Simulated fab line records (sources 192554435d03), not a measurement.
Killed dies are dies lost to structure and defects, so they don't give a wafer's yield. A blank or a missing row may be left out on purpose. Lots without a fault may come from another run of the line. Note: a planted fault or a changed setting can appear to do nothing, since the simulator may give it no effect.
What tool caused it? + flow n5 finfet + 33 wafers from 11 lots sampled at 5 of the route's 1938 steps

== WHAT THE GAUGES SHOWED, per wafer ==
N5_BEOL_M11_THK_MEAS_01.
| lot  | measured     | on            | M11_ILD_THK (nm) |
|------|--------------|---------------|------------------|
| L693 | day 10 13:10 | film metro-01 | 265 263 268      |
| L695 | day 10 17:34 | film metro-01 | 274 273 269      |
| L702 | day 12 16:36 | film metro-02 | 272 263 191      |
| L707 | day 13 22:31 | film metro-01 | 269 270 271      |
| L706 | day 14 01:58 | film metro-02 | 268 274 273      |
| L710 | day 14 02:56 | film metro-01 | 267 265 269      |
| L708 | day 14 10:40 | film metro-02 | 264 260 270      |
| L714 | day 15 13:29 | film metro-02 | 266 267 270      |
| L712 | day 15 14:02 | film metro-01 | 266 261 268      |
| L716 | day 16 03:27 | film metro-02 | 266 273 274      |
| L715 | day 16 04:58 | film metro-02 | 263 268 269      |

== EACH LOT AND THE TOOL THAT RAN IT (in order: tool; ch and the chambers of the sampled wafers; start) ==
| lot  | N5_BEOL_M10_CURE_72           | N5_BEOL_M10_DEP_56              | N5_BEOL_M11_ILD_DEP_00          | N5_BEOL_M11_CURE_71           |
|------|-------------------------------|---------------------------------|---------------------------------|-------------------------------|
| L693 | uv cure-03 ch 1, day 10 08:51 | pecvd-02 ch 0,1, day 10 12:26   | pecvd-01 ch 0,2, day 10 12:35   | uv cure-03 ch 1, day 10 12:44 |
| L695 | uv cure-02 ch 2, day 10 14:03 | pecvd-04 ch 1,2, day 10 16:22   | pecvd-01 ch 0,2, day 10 16:31   | uv cure-03 ch 2, day 10 17:02 |
| L702 | uv cure-02 ch 2, day 12 13:38 | pecvd-04 ch 0,2, day 12 15:51   | pecvd-01 ch 0,2, day 12 16:01   | uv cure-01 ch 0, day 12 16:05 |
| L707 | uv cure-02 ch 2, day 13 18:14 | pecvd-01 ch 0,1,2, day 13 21:47 | pecvd-02 ch 1,2, day 13 21:55   | uv cure-02 ch 0, day 13 22:01 |
| L706 | uv cure-02 ch 2, day 13 21:01 | pecvd-02 ch 0,1,2, day 14 00:13 | pecvd-02 ch 1,2, day 14 00:21   | uv cure-01 ch 0, day 14 01:17 |
| L710 | uv cure-02 ch 1, day 13 21:34 | pecvd-01 ch 0,1, day 14 01:41   | pecvd-02 ch 0,2, day 14 01:49   | uv cure-01 ch 0, day 14 02:05 |
| L708 | uv cure-02 ch 1, day 14 07:08 | pecvd-01 ch 0,1,2, day 14 09:41 | pecvd-02 ch 0,1,2, day 14 09:50 | uv cure-02 ch 0, day 14 10:10 |
| L714 | uv cure-02 ch 0, day 15 09:17 | pecvd-02 ch 1,2, day 15 12:46   | pecvd-01 ch 0,1,2, day 15 12:53 | uv cure-01 ch 2, day 15 12:58 |
| L712 | uv cure-01 ch 0, day 15 09:40 | pecvd-02 ch 0,1,2, day 15 13:18 | pecvd-01 ch 0,1,2, day 15 13:26 | uv cure-02 ch 2, day 15 13:31 |
| L716 | uv cure-01 ch 1, day 16 00:38 | pecvd-04 ch 0,1,2, day 16 02:43 | pecvd-01 ch 0,1,2, day 16 02:52 | uv cure-02 ch 1, day 16 02:56 |
| L715 | uv cure-01 ch 2, day 16 00:59 | pecvd-02 ch 0,1,2, day 16 04:03 | pecvd-01 ch 1,2, day 16 04:11   | uv cure-02 ch 1, day 16 04:31 |
- N5_BEOL_M10_CURE_72: cures SiCOH lowk, time 120 s.
- N5_BEOL_M10_DEP_56: deposits SiCN from 3MS/NH3, target thk 15 nm, time 26.5 s.
- N5_BEOL_M11_ILD_DEP_00: deposits SiCOH lowk from DEMS/porogen, target thk 308.51 nm, time 58 s.
- N5_BEOL_M11_CURE_71: cures SiCOH lowk, time 240 s.

== THE ANSWER, worked out from the rows above alone ==
Rule: the lots themselves supply what counts as usual. Put in order of their means at a reading, lots are off if they are a third of the lots or fewer, leave a main group of 4 or more, and stand apart from it by a gap of 3 or more times the standard deviation of the main group's means; of several such gaps the widest counts. Not used: any main group whose means are identical at the precision the tables above print for the reading. A lot without any number at a reading at which 4 lots or more have one is off too. Any other lot the step has rows for is counted as sound.
Off: at N5_BEOL_M11_THK_MEAS_01 (M11_ILD_THK), L702. Main group: mean 268 nm, sd 2.7.
A tool fits if, at a process step before that reading, it ran every lot that is off, and no sound lot after the first of them. Gauges at N5_BEOL_M11_THK_MEAS_01: tried the same way as those tools. Not one of the candidates tried fits.

== WHAT THE SIMULATOR PUT IN ==
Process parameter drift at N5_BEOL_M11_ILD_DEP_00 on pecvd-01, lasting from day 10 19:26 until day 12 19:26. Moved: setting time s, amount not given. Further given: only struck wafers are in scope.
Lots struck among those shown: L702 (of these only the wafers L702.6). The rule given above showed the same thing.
